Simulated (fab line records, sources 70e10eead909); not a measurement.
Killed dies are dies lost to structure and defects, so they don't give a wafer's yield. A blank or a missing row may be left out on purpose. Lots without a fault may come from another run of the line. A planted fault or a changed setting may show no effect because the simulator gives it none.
A struck lot beside a sound one | flow nand_harc | 15 steps out of a route of 1302
Sound: wafers L878.2, L878.3, L878.6. Struck: wafers L879.1, L879.3, L879.5. The cause comes at the end.
At each step with rows: each side's tool, then ch and its chambers, then its first start. Under that, the readings that differ: sound wafers | struck wafers | difference of the means | sigmas: that difference in standard deviations of wafers without a fault.
alike: readings whose means differ by less than 2 such deviations, and words and numbers that are the same on both sides. not compared: withheld readings, readings that some wafer has no value for, bounds like >300 that may hide the same value, and numbers for which the record gives no deviation and whose values overlap.
The two part at a step that has a row with sigmas, a row that says differs or no value, or rows on one side only. Numbers that don't overlap but have no deviation are shown without sigmas and don't part them. A reading that every wafer of one side lacks parts them only if that side has two wafers or more.

first, 2 steps without rows for these wafers: NHARC_A_CONTACT_STRIP_100 (strips in CF4/CHF3); NHARC_A_CONTACT_STRIP_101 (strips in O2/COS).
NHARC_A_CONTACT_ETCH_102: etches the open film in CF4/O2, target depth 100 nm, overetch 10 nm, time 55 s.
  sound on rie_diel-08 ch 0,2, day 23 07:04; struck on rie_diel-08 ch 0,1,2, day 24 04:18
  alike: bias_w, drypump_motor_current_A, oes_o_777_au, oes_product_au, rf_vpp_V, showerhead_plenum_p_Torr, throttle_valve_pct
  not compared: rf_hours_counter_h
NHARC_A_CONTACT_STRIP_55: strips in O2.
  sound on rie_diel-08 ch 1,2; struck on rie_diel-08 ch 1,2
  alike: drypump_motor_current_A, oes_product_au, rf_vpp_V, showerhead_plenum_p_Torr, throttle_valve_pct
  not compared: rf_hours_counter_h
then, 1 step without rows for these wafers: NHARC_A_CONTACT_STRIP_56 (strips in post etch residue remover, time 600 s).
NHARC_A_CONTACT_DEP_57: deposits aC, target thk 5300 nm.
  sound on acl_dep-03 ch 0, day 23 09:31; struck on acl_dep-03 ch 0, day 24 09:01
  reading              | sound                | struck | difference                    | sigmas
  susceptor_temp_C (C) | 400.08 399.90 400.32 | - - -  | no value on the struck wafers |
  alike: throttle_valve_pct
NHARC_A_CONTACT_DEP_58: deposits SiON, target thk 90 nm.
  sound on pecvd-04 ch 0,2, day 23 12:14; struck on pecvd-04 ch 0,2, day 24 12:14
  alike: heater_power_w, susceptor_temp_C
then, 5 steps without rows for these wafers: NHARC_A_CONTACT_DEHYDRATE_59 (time 120 s); NHARC_A_CONTACT_HMDS_60 (time 30 s); NHARC_A_CONTACT_COAT_61 (time 75 s); NHARC_A_CONTACT_COAT_62 (time 65 s); NHARC_A_CONTACT_COAT_63 (resist thk 90 nm).
NHARC_A_CONTACT_SOFTBAKE_64: time 55 s.
  sound on litho_track-01 ch 0, day 23 12:00; struck on litho_track-01 ch 0, day 24 12:00
  reading                  | sound                | struck               | difference | sigmas
  heater_power_total_W (W) | 188.52 188.30 188.35 | 191.47 191.46 191.44 | +3.07      | +22
then, 1 step without rows for these wafers: NHARC_A_CONTACT_EBR_65.
-- the record jumps here: 2 days lie between the struck wafers' starts before and after (it left off in module A_CONTACT and takes up again in module END, whose first step shown is number 1302 of the route) --
NHARC_END_SORT_01:
  sound on prober-01 ch 0, day 26 01:23; struck on prober-01 ch 0, day 26 23:23
  alike: killed_at_array, killed_at_other, killed_at_periphery, killed_dies, killed_open, killed_short

WHERE THEY PART
First at NHARC_A_CONTACT_DEP_57; last, within this record, at NHARC_A_CONTACT_SOFTBAKE_64. Later steps at which nothing parts them and some readings are alike: NHARC_END_SORT_01.

WHY: what the simulator had put in
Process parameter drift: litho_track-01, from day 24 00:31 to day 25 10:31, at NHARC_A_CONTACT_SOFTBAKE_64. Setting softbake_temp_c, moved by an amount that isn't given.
